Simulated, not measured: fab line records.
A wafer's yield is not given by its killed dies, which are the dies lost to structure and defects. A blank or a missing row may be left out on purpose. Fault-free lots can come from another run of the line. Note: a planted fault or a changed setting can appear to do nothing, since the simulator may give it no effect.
Lot-split experiment || flow n5 finfet || route with 1938 steps; 7 lots, 21 wafers read

SPLIT DETAILS
At N5_BEOL_M3_ETCH_64 (etches SOC in N2/H2, target depth 75 nm, overetch 15 nm, time 112.5 s), the setting time s was moved away from the recipe's 112.5 s on 10 of the 21 wafers read, by -20.4% to +20.0%. All remaining wafers had this setting at the recipe value.

FROM THE SPLIT TO THE READING: what the file shows between them, 3 steps
- N5_BEOL_M3_STRIP_65: strips in N2/H2
- N5_BEOL_M3_STRIP_75: strips in N2/H2
- N5_BEOL_M3_STRIP_66: strips in CF4

THE READING
etch.depth nm (the simulator's own value, which no gauge read), in nm, at N5_BEOL_M3_HM_OPEN_17 (chemistry Cl2/BCl3, target TiN, target depth 20 nm, overetch 6 nm). The file gives no usual value for it. Average 19.94 nm, standard deviation 0.25 nm, over the 11 wafers here run with the recipe.

{"wafer": "L077.2", "tool, chamber at the split": "rie diel-02, 3", "time s as run, s": 120.1, "against the recipe": "+6.8%", "etch.depth nm, nm": 19.63, "against lot-mates on the recipe": -0.51}
{"wafer": "L077.4", "tool, chamber at the split": "rie diel-02, 0", "time s as run, s": 112.5, "against the recipe": "recipe", "etch.depth nm, nm": 20.14, "against lot-mates on the recipe": "-"}
{"wafer": "L077.5", "tool, chamber at the split": "rie diel-02, 3", "time s as run, s": 120.1, "against the recipe": "+6.8%", "etch.depth nm, nm": 19.6, "against lot-mates on the recipe": -0.54}
{"wafer": "L078.1", "tool, chamber at the split": "rie diel-02, 0", "time s as run, s": 131.4, "against the recipe": "+16.8%", "etch.depth nm, nm": 18.52, "against lot-mates on the recipe": -1.89}
{"wafer": "L078.2", "tool, chamber at the split": "rie diel-02, 2", "time s as run, s": 112.5, "against the recipe": "recipe", "etch.depth nm, nm": 20.41, "against lot-mates on the recipe": "-"}
{"wafer": "L078.3", "tool, chamber at the split": "rie diel-02, 3", "time s as run, s": 131.4, "against the recipe": "+16.8%", "etch.depth nm, nm": 18.23, "against lot-mates on the recipe": -2.18}
{"wafer": "L079.2", "tool, chamber at the split": "rie diel-06, 1", "time s as run, s": 112.5, "against the recipe": "recipe", "etch.depth nm, nm": 19.82, "against lot-mates on the recipe": "-"}
{"wafer": "L079.3", "tool, chamber at the split": "rie diel-06, 0", "time s as run, s": 133.8, "against the recipe": "+18.9%", "etch.depth nm, nm": 17.67, "against lot-mates on the recipe": -2.15}
{"wafer": "L079.6", "tool, chamber at the split": "rie diel-06, 0", "time s as run, s": 133.8, "against the recipe": "+18.9%", "etch.depth nm, nm": 17.7, "against lot-mates on the recipe": -2.12}
{"wafer": "L081.3", "tool, chamber at the split": "rie diel-02, 1", "time s as run, s": 112.5, "against the recipe": "recipe", "etch.depth nm, nm": 20.32, "against lot-mates on the recipe": "-"}
{"wafer": "L081.5", "tool, chamber at the split": "rie diel-02, 1", "time s as run, s": 89.57, "against the recipe": "-20.4%", "etch.depth nm, nm": 20.69, "against lot-mates on the recipe": "+0.37"}
{"wafer": "L081.6", "tool, chamber at the split": "rie diel-02, 0", "time s as run, s": 89.57, "against the recipe": "-20.4%", "etch.depth nm, nm": 20.66, "against lot-mates on the recipe": "+0.34"}
{"wafer": "L093.1", "tool, chamber at the split": "rie diel-02, 3", "time s as run, s": 112.5, "against the recipe": "recipe", "etch.depth nm, nm": 19.88, "against lot-mates on the recipe": "-"}
{"wafer": "L093.3", "tool, chamber at the split": "rie diel-02, 2", "time s as run, s": 135, "against the recipe": "+20.0%", "etch.depth nm, nm": 17.84, "against lot-mates on the recipe": -2.00}
{"wafer": "L093.5", "tool, chamber at the split": "rie diel-02, 1", "time s as run, s": 112.5, "against the recipe": "recipe", "etch.depth nm, nm": 19.81, "against lot-mates on the recipe": "-"}
{"wafer": "L095.1", "tool, chamber at the split": "rie diel-02, 3", "time s as run, s": 112.5, "against the recipe": "recipe", "etch.depth nm, nm": 19.77, "against lot-mates on the recipe": "-"}
{"wafer": "L095.2", "tool, chamber at the split": "rie diel-02, 1", "time s as run, s": 112.5, "against the recipe": "recipe", "etch.depth nm, nm": 19.87, "against lot-mates on the recipe": "-"}
{"wafer": "L095.5", "tool, chamber at the split": "rie diel-02, 0", "time s as run, s": 112.5, "against the recipe": "recipe", "etch.depth nm, nm": 19.83, "against lot-mates on the recipe": "-"}
{"wafer": "L096.1", "tool, chamber at the split": "rie diel-05, 0", "time s as run, s": 112.5, "against the recipe": "recipe", "etch.depth nm, nm": 19.52, "against lot-mates on the recipe": "-"}
{"wafer": "L096.2", "tool, chamber at the split": "rie diel-05, 2", "time s as run, s": 104.3, "against the recipe": "-7.3%", "etch.depth nm, nm": 19.68, "against lot-mates on the recipe": -0.06}
{"wafer": "L096.5", "tool, chamber at the split": "rie diel-05, 0", "time s as run, s": 112.5, "against the recipe": "recipe", "etch.depth nm, nm": 19.96, "against lot-mates on the recipe": "-"}

THE FIT
A straight line over all 21 wafers: etch.depth nm changes by -0.0749 nm for each +1% of time s; r = -0.90; the points scatter about the line by 0.43 nm.
The same after taking each lot's own level away (the mean of its wafers on the recipe; 21 wafers): -0.0725 nm for each +1%; r = -0.88; scatter 0.44 nm.
The reading moves by 1.5 nm for the largest change in time s, on that fit.
Measured against the standard deviation above, the lots' own levels, which go from 19.740 to 20.410 nm, span 2.7 times it.
So the lot-to-lot level changes the slope little: the two slopes agree.
Check: with one of the wafers moved furthest among these (-20.4%) left out of the fit, the line predicts +1.44 nm for it against its lot-mates. Against them it came out at +0.37 nm.

THE OTHER SPLITS THESE WAFERS WENT THROUGH
These wafers also went through other splits before the reading. Each is held against what the fit with the lots' levels taken away leaves over:
{"other split on the same wafers": "N5_SDB_ALD_29 ald cycles", "wafers away from the commonest value": 8, "r with etch.depth nm (lot level and that fit taken away)": "+0.06"}
{"other split on the same wafers": "N5_MOL_CONTACT_COAG_CONTACT_ETCH_14 source w", "wafers away from the commonest value": 6, "r with etch.depth nm (lot level and that fit taken away)": -0.04}
{"other split on the same wafers": "N5_MOL_CONTACT_COAG_COAT_64 spin rpm", "wafers away from the commonest value": 8, "r with etch.depth nm (lot level and that fit taken away)": -0.40}
{"other split on the same wafers": "N5_BEOL_M1_ETCH_64 bias w", "wafers away from the commonest value": 10, "r with etch.depth nm (lot level and that fit taken away)": -0.26}
{"other split on the same wafers": "N5_BEOL_M2_ILD_DEP_00 time s", "wafers away from the commonest value": 7, "r with etch.depth nm (lot level and that fit taken away)": -0.28}

THE WHOLE CHAIN: every reading that the file lists as answering this split, in the file's order
{"step": "N5_BEOL_M3_ETCH_64", "what it does": "etches SOC in N2/H2, target depth 75 nm, overetch 15 nm, time 112.5 s", "reading": "SiARC_of_BEOL_M3_COAT_62.thk nm (the simulator's own value, which no gauge read)", "change (the file's fit)": "-0.0537 nm for each +1% of the setting", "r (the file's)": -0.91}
{"step": "N5_BEOL_M3_HM_OPEN_17", "what it does": "chemistry Cl2/BCl3, target TiN, target depth 20 nm, overetch 6 nm", "reading": "etch.depth nm (the simulator's own value, which no gauge read)", "change (the file's fit)": "-0.0805 nm for each +1% of the setting", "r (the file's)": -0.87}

THE FILE'S OWN FIT
etch.depth nm changes by -0.0805 nm for each +1% of time s, r = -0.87.
